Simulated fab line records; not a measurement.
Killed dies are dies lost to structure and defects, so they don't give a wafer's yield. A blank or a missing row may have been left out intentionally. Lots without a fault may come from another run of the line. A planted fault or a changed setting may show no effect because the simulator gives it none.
Which of the tools did it? -- flow n5 finfet -- 6 lots (17 wafers sampled), 1 step of a 1938-step route

## WHAT THE GAUGES READ, wafer by wafer
N5_MIM_TOP_LITHO_INSPECT_12: inspects for defects (macro).
lot,measured,on,raw defect count
L105,day 12 01:22,defect inspect-02,2 2 1
L106,day 12 19:05,defect inspect-02,1 3 4
L108,day 14 01:28,defect inspect-01,1 1 2
L111,day 14 05:01,defect inspect-02,1 2
L109,day 14 11:09,defect inspect-01,3 4 2
L125,day 18 03:45,defect inspect-02,2 3 2

## EACH LOT AND THE TOOL THAT RAN IT (in order: tool; ch and the chambers of the sampled wafers; start)
Before these readings, the record contains no process step.

## THE ANSWER, worked out from the rows above alone
Rule: what is usual is taken from the lots themselves. Put in order of their means at a reading, lots are off if they are a third of the lots or fewer, leave a main group of 4 or more, and stand apart from it by a gap of 3 or more times the standard deviation of the main group's means; of several such gaps the widest counts. The tables above print the reading to a certain number of digits; a main group whose means all agree to those digits is not used. Also off: a lot with no number at a reading for which 4 or more lots have one. Any other lot the step has rows for is counted as sound.
Nothing can be told from this: no lot is off at any reading shown.

## WHAT WAS PUT IN BY THE SIMULATOR
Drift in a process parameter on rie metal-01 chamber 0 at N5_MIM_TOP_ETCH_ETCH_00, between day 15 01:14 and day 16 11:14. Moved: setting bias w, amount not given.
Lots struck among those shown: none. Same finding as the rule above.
